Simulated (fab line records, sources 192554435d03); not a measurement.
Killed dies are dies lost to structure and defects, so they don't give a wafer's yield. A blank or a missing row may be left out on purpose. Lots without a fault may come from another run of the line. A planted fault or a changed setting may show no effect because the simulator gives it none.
fab line records | flow n5_finfet
record lots=7 wafers=21
route steps=1938 shown ZERO_LAYER@4 PMOS_HMC_CHANNEL_EPI@62 DUMMY_GATE@224 SDB@353 HKMG_FIN@427 MOL_CONTACT_COAG@520
start_h: hours from the record's first day to the start of the lot's first wafer shown | wait_h: hours since the lot's step before | " the same as in the row above | L1.1+2: a row that stands for several wafers | - no value, or no start given | * or withheld: withheld | < > ~ a bound
route shown NAME@n: a module of which the file shows steps, and the number in the route of the first | usual: mean/standard deviation of fault-free wafers | same: alike in all rows | chamber/n: place in a boat | sites: the reading at each site | _std_site: their standard deviation | _edge_site: outer sites' mean less inner sites' | radius_mm: how far each site lies from the wafer's centre | mask NAME#n: copy n | behind: the tool/chamber that last shaped the wafer | hold: why the lot was held/for how many hours/how that ended | device: the transistor (n, p or np) that didn't switch | end of line: the same wafers' tests at the end of the route | a step without rows: its recipe alone | killed: dies lost to structure and defects at the first sort, not the wafer's yield | map: a wafer's dies, x killed, . not, _ none there
set.NAME: the setting as run; set.NAME@STEP: as run at that earlier step | model.NAME: the simulator's own value behind a step, which no gauge read
lots whose settings were changed on purpose; a table a step, a row a wafer
## steps
# step N5_ZERO_LAYER_PECVD_02
# recipe material=SiO2 target_thk_a=100 temp_c=400 precursor=SiH4/N2O pressure_torr=0.75 rf_w=275 time_s=6
# columns lot.wafer tool chamber start_h wait_h set.time_s model.SiO2_of_ZERO_LAYER_PECVD_02.thk_nm
L083.3 pecvd-01 1 66.32 0.1 6 9.793
L083.4 " 0 " " 6 9.872
L083.5 " 1 " " 6 9.912
L086.1 pecvd-03 0 84.28 0.0 5.576 9.167
L086.2 " 2 " " 6 9.829
L086.5 " 0 " " 5.576 9.229
L087.1 pecvd-02 1 90.28 0.0 5.137 8.536
L087.2 " 2 " " 6 9.783
L087.6 " 0 " " 6 10.05
L089.3 pecvd-01 0 102.28 0.0 6 9.854
L089.5 " 1 " " 6 9.943
L089.6 " 2 " " 6 10.06
L090.2 pecvd-02 0 108.28 0.0 6 9.966
L090.3 " 2 " " 6 10.01
L090.6 " 0 " " 6 10.26
L092.1 pecvd-01 2 120.28 0.0 5.37 8.994
L092.2 " 0 " " 5.37 8.801
L092.5 " 2 " " 6 10.06
L096.1 pecvd-02 2 144.30 0.0 6 9.831
L096.3 " 0 " " 6.515 10.7
L096.5 " 0 " " 6 9.974
# step N5_PMOS_HMC_CHANNEL_EPI_EXPOSE_06
# recipe mask_id=PMOS_HMC_BLK na=1.35 source_shape=conventional sigma_outer=0.8 polarization=unpolarized target_cd_nm=240 dose_mj=41
# columns lot.wafer tool chamber start_h wait_h mask set.dose_mj
L083.3+4+5 arfi_scanner-03 0 71.42 - PMOS_HMC_BLK#0 41
L086.1+2 arfi_scanner-02 0 88.99 - PMOS_HMC_BLK#0 41
L086.5 " 0 " " PMOS_HMC_BLK#0 43.26
L087.1 arfi_scanner-02 0 95.97 - PMOS_HMC_BLK#0 42.79
L087.2+6 " 0 " " PMOS_HMC_BLK#0 41
L089.3+5 arfi_scanner-02 0 106.89 - PMOS_HMC_BLK#0 42.07
L089.6 " 0 " " PMOS_HMC_BLK#0 41
L090.2+3 arfi_scanner-03 0 113.42 - PMOS_HMC_BLK#0 39.13
L090.6 " 0 " " PMOS_HMC_BLK#0 41
L092.1+5 arfi_scanner-02 0 125.38 - PMOS_HMC_BLK#0 41.96
L092.2 " 0 " " PMOS_HMC_BLK#0 41
L096.1+3 arfi_scanner-02 0 148.98 - PMOS_HMC_BLK#0 41
L096.5 " 0 " " PMOS_HMC_BLK#0 38.14
# step N5_PMOS_HMC_CHANNEL_EPI_PEB_07
# recipe peb_temp_c=110 peb_time_s=60 resist=CAR-ArF-block
# columns lot.wafer tool chamber start_h wait_h set.peb_time_s
L083.3+4+5 litho_track-03 0 71.47 0.0 60
L086.1 litho_track-03 0 89.05 0.1 69.64
L086.2+5 " 0 " " 60
L087.1+6 litho_track-02 0 96.02 0.1 60
L087.2 " 0 " " 55.77
L089.3+5+6 litho_track-04 0 106.94 0.0 60
L090.2+3+6 litho_track-04 0 113.47 0.0 60
L092.1+2+5 litho_track-04 0 125.43 0.1 60
L096.1+3+5 litho_track-03 0 149.03 0.1 60
# step N5_PMOS_HMC_CHANNEL_EPI_DEVELOP_08
# recipe develop_time_s=30 developer=TMAH resist=CAR-ArF-block dev_temp_c=23 rinse_liquid=diw dry=air_spin
# step N5_PMOS_HMC_CHANNEL_EPI_CD_MEAS_09
# recipe target_cd_nm=237.4 landing_energy_ev=500 detector=se_inlens
# usual cd_nm=237.4/0.81
# columns lot.wafer tool chamber start_h wait_h set.dose_mj@PMOS_HMC_CHANNEL_EPI_EXPOSE_06 set.peb_time_s@PMOS_HMC_CHANNEL_EPI_PEB_07 cd_nm
L083.3 cd_sem-01 0 71.54 - 41 60 237.1
L083.4 " 0 " " 41 60 237.1
L083.5 " 0 " " 41 60 236.6
L086.1 cd_sem-03 0 89.11 - 41 69.64 243.9
L086.2 " 0 " " 41 60 238.0
L086.5 " 0 " " 43.26 60 242.6
L087.1 cd_sem-03 0 96.09 - 42.79 60 239.2
L087.2 " 0 " " 41 55.77 233.5
L087.6 " 0 " " 41 60 237.3
L089.3 cd_sem-01 0 107.01 - 42.07 60 238.8
L089.5 " 0 " " 42.07 60 239.5
L089.6 " 0 " " 41 60 237.4
L090.2 cd_sem-03 0 113.54 - 39.13 60 233.7
L090.3 " 0 " " 39.13 60 232.9
L090.6 " 0 " " 41 60 238.3
L092.1 cd_sem-02 0 125.50 - 41.96 60 239.5
L092.2 " 0 " " 41 60 237.7
L092.5 " 0 " " 41.96 60 239.4
L096.1 cd_sem-03 0 149.10 - 41 60 238.5
L096.3 " 0 " " 41 60 238.6
L096.5 " 0 " " 38.14 60 232.7
# step N5_DUMMY_GATE_COAT_28
# recipe resist=underlayer temp_c=205 time_s=60 spin_rpm=1500 resist_thk_nm=10
# columns lot.wafer tool chamber start_h wait_h set.spin_rpm model.underlayer_of_DUMMY_GATE_COAT_28.thk_nm
L083.3+4+5 litho_track-03 0 - - 1500 10
L086.1 litho_track-02 0 - - 1500 10
L086.2+5 " 0 " " 1636 9.6
L087.1+2+6 litho_track-02 0 - - 1500 10
L089.3+6 litho_track-02 0 - - 1500 10
L089.5 " 0 " " 1360 10.4
L090.2+3 litho_track-01 0 - - 1500 10
L090.6 " 0 " " 1358 10.4
L092.1+5 litho_track-01 0 - - 1632 9.6
L092.2 " 0 " " 1500 10
L096.1 litho_track-02 0 - - 1667 9.6
L096.3 " 0 " " 1500 10
L096.5 " 0 " " 1667 9.4
# step N5_DUMMY_GATE_EXPOSE_12
# recipe mask_id=GATE na=0.33 source_shape=annular sigma_inner=0.2 sigma_outer=0.6 polarization=unpolarized target_cd_nm=25 dose_mj=34
# columns lot.wafer tool chamber start_h wait_h mask set.dose_mj
L083.3+4+5 euv_scanner-02 0 107.60 - GATE#0 34
L086.1+5 euv_scanner-01 0 119.03 - GATE#0 34
L086.2 " 0 " " GATE#0 36.26
L087.1+2 euv_scanner-02 0 123.87 - GATE#0 34
L087.6 " 0 " " GATE#0 34.84
L089.3+5 euv_scanner-01 0 137.15 - GATE#0 36.17
L089.6 " 0 " " GATE#0 34
L090.2 euv_scanner-02 0 142.67 - GATE#0 34
L090.3+6 " 0 " " GATE#0 36
L092.1+2 euv_scanner-01 0 156.78 - GATE#0 34
L092.5 " 0 " " GATE#0 35.07
L096.1+3+5 euv_scanner-02 0 177.23 - GATE#0 34
# step N5_DUMMY_GATE_PEB_13
# recipe peb_temp_c=100 peb_time_s=60 resist=CAR-EUV
# step N5_DUMMY_GATE_DEVELOP_14
# recipe develop_time_s=30 developer=TMAH resist=CAR-EUV rinse_liquid=surfactant_rinse dry=air_spin dev_temp_c=23
# step N5_DUMMY_GATE_CD_MEAS_15
# recipe target_cd_nm=25.8 landing_energy_ev=500 detector=se_inlens
# usual cd_nm=24.93/0.25
# columns lot.wafer tool chamber start_h wait_h set.dose_mj@DUMMY_GATE_EXPOSE_12 cd_nm
L083.3 cd_sem-02 0 107.72 - 34 24.88
L083.4 " 0 " " 34 24.64
L083.5 " 0 " " 34 24.78
L086.1 cd_sem-02 0 119.16 - 34 25.12
L086.2 " 0 " " 36.26 23.89
L086.5 " 0 " " 34 24.45
L087.1 cd_sem-03 0 124.00 - 34 25.01
L087.2 " 0 " " 34 24.92
L087.6 " 0 " " 34.84 24.09
L089.3 cd_sem-01 0 137.27 - 36.17 23.48
L089.5 " 0 " " 36.17 23.91
L089.6 " 0 " " 34 24.97
L090.2 cd_sem-02 0 142.80 - 34 24.76
L090.3 " 0 " " 36 23.96
L090.6 " 0 " " 36 23.92
L092.1 cd_sem-02 0 156.91 - 34 24.83
L092.2 " 0 " " 34 24.45
L092.5 " 0 " " 35.07 23.73
L096.1 cd_sem-02 0 177.35 - 34 25.07
L096.3 " 0 " " 34 24.88
L096.5 " 0 " " 34 25.17
# step N5_DUMMY_GATE_STRIP_38
# recipe chemistry=N2/H2 temp_c=40 n2_flow_sccm=200 h2_flow_sccm=200 rf_frequency_hz=6e+07
# step N5_DUMMY_GATE_STRIP_39
# recipe chemistry=N2/H2 temp_c=40 n2_flow_sccm=200 h2_flow_sccm=200 rf_frequency_hz=6e+07
# step N5_DUMMY_GATE_TRIM_49
# recipe chemistry=O2 resist=SOC time_s=29 target_cd_nm=14 source_power_w=300 bias_power_w=0 O2_flow_sccm=100 temp_c=20
# columns lot.wafer tool chamber start_h wait_h set.dose_mj@DUMMY_GATE_EXPOSE_12 model.DUMMY_GATE.cd_nm
L083.3 rie_si-03 2 108.29 0.0 34 13.8
L083.4+5 " 0 " " 34 13.6
L086.1 rie_si-01 3 120.36 0.0 34 13.8
L086.2 " 0 " " 36.26 12.6
L086.5 " 1 " " 34 14
L087.1 rie_si-03 3 124.35 0.0 34 13.8
L087.2 " 0 " " 34 13.6
L087.6 " 2 " " 34.84 13.6
L089.3+5 rie_si-03 3,2 138.65 0.0 36.17 13
L089.6 " 3 " " 34 14
L090.2 rie_si-05 3 143.16 0.0 34 13.8
L090.3 " 1 " " 36 12.6
L090.6 " 1 " " 36 12.8
L092.1 rie_si-03 2 157.31 0.0 34 13.8
L092.2 " 1 " " 34 14.2
L092.5 " 2 " " 35.07 13.2
L096.1+3 rie_si-05 1,2 177.71 0.0 34 14.2
L096.5 " 0 " " 34 13.6
# step N5_DUMMY_GATE_STRIP_40
# recipe chemistry=CF4 resist=SiARC power_w=300 bias_power_w=75 pressure_mtorr=50 cf4_flow_sccm=150 rf_frequency_hz=6e+07
# step N5_DUMMY_GATE_ETCH_44
# recipe chemistry=HBr/O2 over_etch_frac=0.7 target_depth_a=1275 stop_on=SiO2 ion_energy_ev=60 bias_w=20 target=poly-Si mask_material=SiO2 pressure_mtorr=20 icp_w=400 HBr_flow_sccm=120 O2_flow_sccm=10
# step N5_DUMMY_GATE_ETCH_42
# recipe chemistry=CHF3/O2 target=SiO2 target_depth_a=35 time_s=31 ion_energy_ev=30 bias_w=12 pressure_mtorr=30 source_w=600 Ar_flow_sccm=200 CHF3_flow_sccm=50 O2_flow_sccm=5
# columns lot.wafer tool chamber start_h wait_h set.dose_mj@DUMMY_GATE_EXPOSE_12 model.DUMMY_GATE.cd_nm
L083.3+5 rie_diel-03 3 108.99 0.0 34 14.8
L083.4 " 2 " " 34 15
L086.1 rie_diel-03 2 121.23 0.0 34 15
L086.2 " 1 " " 36.26 14
L086.5 " 0 " " 34 15.2
L087.1 rie_diel-04 3 125.05 0.0 34 14.6
L087.2 " 0 " " 34 14.8
L087.6 " 2 " " 34.84 14.6
L089.3 rie_diel-05 1 139.57 0.0 36.17 14
L089.5 " 3 " " 36.17 13.8
L089.6 " 2 " " 34 15
L090.2 rie_diel-04 1 143.93 0.1 34 15
L090.3 " 3 " " 36 13.6
L090.6 " 0 " " 36 13.8
L092.1+2 rie_diel-04 0,1 158.01 0.0 34 15
L092.5 " 1 " " 35.07 14
L096.1+3 rie_diel-04 0,3 178.40 0.0 34 15
L096.5 " 0 " " 34 14.6
# step N5_SDB_EXPOSE_08
# recipe mask_id=SDB na=1.35 source_shape=conventional sigma_outer=0.5 polarization=unpolarized dose_mj=49.6
# columns lot.wafer tool chamber start_h wait_h mask set.dose_mj
L083.3+4+5 arfi_scanner-02 0 127.98 - SDB#0 49.6
L086.1+2+5 arfi_scanner-02 0 138.09 - SDB#0 49.6
L087.1+6 arfi_scanner-03 0 143.83 - SDB#0 50.69
L087.2 " 0 " " SDB#0 49.6
L089.3+6 arfi_scanner-02 0 158.43 - SDB#0 47.6
L089.5 " 0 " " SDB#0 49.6
L090.2+3+6 arfi_scanner-02 0 160.79 - SDB#0 49.6
L092.1+2+5 arfi_scanner-03 0 177.90 - SDB#0 49.6
L096.1 arfi_scanner-03 0 197.01 - SDB#0 49.6
L096.3+5 " 0 " " SDB#0 47.12
# step N5_SDB_PEB_09
# recipe peb_temp_c=withheld peb_time_s=60 resist=CAR-ArF
# step N5_SDB_DEVELOP_10
# recipe develop_time_s=30 developer=TMAH resist=CAR-ArF rinse_liquid=diw dry=air_spin dev_temp_c=23
# step N5_SDB_CD_MEAS_11
# recipe target_cd_nm=50 landing_energy_ev=500 detector=se_inlens polarity=opening
# usual cd_nm=50.3/0.78
# columns lot.wafer tool chamber start_h wait_h set.dose_mj@SDB_EXPOSE_08 cd_nm
L083.3 cd_sem-02 0 128.10 - 49.6 51.2
L083.4 " 0 " " 49.6 51.3
L083.5 " 0 " " 49.6 51.3
L086.1 cd_sem-02 0 138.22 - 49.6 49.6
L086.2 " 0 " " 49.6 49.3
L086.5 " 0 " " 49.6 50.1
L087.1 cd_sem-03 0 143.95 - 50.69 53.0
L087.2 " 0 " " 49.6 49.3
L087.6 " 0 " " 50.69 52.6
L089.3 cd_sem-02 0 158.54 - 47.6 46.7
L089.5 " 0 " " 49.6 49.7
L089.6 " 0 " " 47.6 45.6
L090.2 cd_sem-03 0 160.91 - 49.6 49.9
L090.3 " 0 " " 49.6 50.8
L090.6 " 0 " " 49.6 49.9
L092.1 cd_sem-02 0 178.03 - 49.6 49.6
L092.2 " 0 " " 49.6 49.2
L092.5 " 0 " " 49.6 49.1
L096.1 cd_sem-02 0 197.14 - 49.6 50.3
L096.3 " 0 " " 47.12 43.9
L096.5 " 0 " " 47.12 43.8
# step N5_HKMG_FIN_EXPOSE_09
# recipe mask_id=NWFM na=1.35 source_shape=conventional sigma_outer=0.8 polarization=unpolarized dose_mj=39.25
# columns lot.wafer tool chamber start_h wait_h mask set.dose_mj
L083.3+4+5 arfi_scanner-02 0 137.01 - NWFM#0 39.25
L086.1+5 arfi_scanner-02 0 147.14 - NWFM#0 40.1
L086.2 " 0 " " NWFM#0 39.25
L087.1+2+6 arfi_scanner-02 0 153.40 - NWFM#0 39.25
L089.3+5+6 arfi_scanner-03 0 167.90 - NWFM#0 39.25
L090.2+6 arfi_scanner-03 0 170.15 - NWFM#0 39.25
L090.3 " 0 " " NWFM#0 37.83
L092.1+5 arfi_scanner-03 0 187.19 - NWFM#0 39.25
L092.2 " 0 " " NWFM#0 37.36
L096.1+5 arfi_scanner-02 0 205.96 - NWFM#0 39.25
L096.3 " 0 " " NWFM#0 37.64
# step N5_HKMG_FIN_PEB_10
# recipe peb_temp_c=withheld peb_time_s=60 resist=CAR-ArF
# step N5_HKMG_FIN_DEVELOP_11
# recipe develop_time_s=30 developer=TMAH resist=CAR-ArF dev_temp_c=23 rinse_liquid=diw dry=air_spin
# step N5_HKMG_FIN_CD_MEAS_12
# recipe target_cd_nm=92.8 landing_energy_ev=500 detector=se_inlens
# usual cd_nm=92.9/0.62
# columns lot.wafer tool chamber start_h wait_h set.dose_mj@HKMG_FIN_EXPOSE_09 cd_nm
L083.3 cd_sem-03 0 137.12 - 39.25 93.4
L083.4 " 0 " " 39.25 93.8
L083.5 " 0 " " 39.25 93.0
L086.1 cd_sem-01 0 147.27 - 40.1 93.8
L086.2 " 0 " " 39.25 92.6
L086.5 " 0 " " 40.1 94.2
L087.1 cd_sem-02 0 153.52 - 39.25 91.8
L087.2 " 0 " " 39.25 92.4
L087.6 " 0 " " 39.25 91.5
L089.3 cd_sem-01 0 168.02 - 39.25 92.7
L089.5 " 0 " " 39.25 92.1
L089.6 " 0 " " 39.25 92.0
L090.2 cd_sem-03 0 170.27 - 39.25 92.7
L090.3 " 0 " " 37.83 90.0
L090.6 " 0 " " 39.25 92.6
L092.1 cd_sem-01 0 187.31 - 39.25 93.9
L092.2 " 0 " " 37.36 90.6
L092.5 " 0 " " 39.25 93.6
L096.1 cd_sem-03 0 206.08 - 39.25 92.4
L096.3 " 0 " " 37.64 90.1
L096.5 " 0 " " 39.25 93.3
# step N5_MOL_CONTACT_COAG_COAT_02
# recipe resist=CAR-EUV spin_rpm=1500 resist_thk_nm=30
# columns lot.wafer tool chamber start_h wait_h set.spin_rpm model.CAR-EUV_of_MOL_CONTACT_COAG_COAT_02.thk_nm
L083.3+4+5 litho_track-01 0 - - 1500 30
L086.1 litho_track-04 0 - - 1500 30
L086.2 " 0 " " 1412 30.8
L086.5 " 0 " " 1412 31
L087.1+6 litho_track-04 0 - - 1500 30
L087.2 " 0 " " 1500 30.2
L089.3+6 litho_track-04 0 - - 1646 28.6
L089.5 " 0 " " 1500 29.8
L090.2+3+6 litho_track-05 0 - - 1630 28.8
L092.1+2+5 litho_track-01 0 - - 1386 31.2
L096.1+3+5 litho_track-05 0 - - 1427 30.8
## key
split step=N5_ZERO_LAYER_PECVD_02 setting=time_s stated=6 by=wafer
response step=N5_ZERO_LAYER_PECVD_02 reading=model.SiO2_of_ZERO_LAYER_PECVD_02.thk_nm change=+0.0983 per=1% r=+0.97
split step=N5_PMOS_HMC_CHANNEL_EPI_EXPOSE_06 setting=dose_mj stated=41 by=wafer
response step=N5_PMOS_HMC_CHANNEL_EPI_CD_MEAS_09 reading=cd_nm slope=+0.829 per=1% together_with=peb_time_s@PMOS_HMC_CHANNEL_EPI_PEB_07 explained=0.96
split step=N5_PMOS_HMC_CHANNEL_EPI_PEB_07 setting=peb_time_s stated=60 by=wafer
response step=N5_PMOS_HMC_CHANNEL_EPI_CD_MEAS_09 reading=cd_nm slope=+0.377 per=1% together_with=dose_mj@PMOS_HMC_CHANNEL_EPI_EXPOSE_06 explained=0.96
split step=N5_DUMMY_GATE_COAT_28 setting=spin_rpm stated=1500 by=wafer
response step=N5_DUMMY_GATE_COAT_28 reading=model.underlayer_of_DUMMY_GATE_COAT_28.thk_nm change=-0.044 per=1% r=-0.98
split step=N5_DUMMY_GATE_EXPOSE_12 setting=dose_mj stated=34 by=wafer
response step=N5_DUMMY_GATE_CD_MEAS_15 reading=cd_nm change=-0.177 per=1% r=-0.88
response step=N5_DUMMY_GATE_TRIM_49 reading=model.DUMMY_GATE.cd_nm change=-0.179 per=1% r=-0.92
response step=N5_DUMMY_GATE_ETCH_42 reading=model.DUMMY_GATE.cd_nm change=-0.187 per=1% r=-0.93
split step=N5_SDB_EXPOSE_08 setting=dose_mj stated=49.6 by=wafer
response step=N5_SDB_CD_MEAS_11 reading=cd_nm change=+1.18 per=1% r=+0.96
split step=N5_HKMG_FIN_EXPOSE_09 setting=dose_mj stated=39.25 by=wafer
response step=N5_HKMG_FIN_CD_MEAS_12 reading=cd_nm change=+0.68 per=1% r=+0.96
split step=N5_MOL_CONTACT_COAG_COAT_02 setting=spin_rpm stated=1500 by=wafer
response step=N5_MOL_CONTACT_COAG_COAT_02 reading=model.CAR-EUV_of_MOL_CONTACT_COAG_COAT_02.thk_nm change=-0.131 per=1% r=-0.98
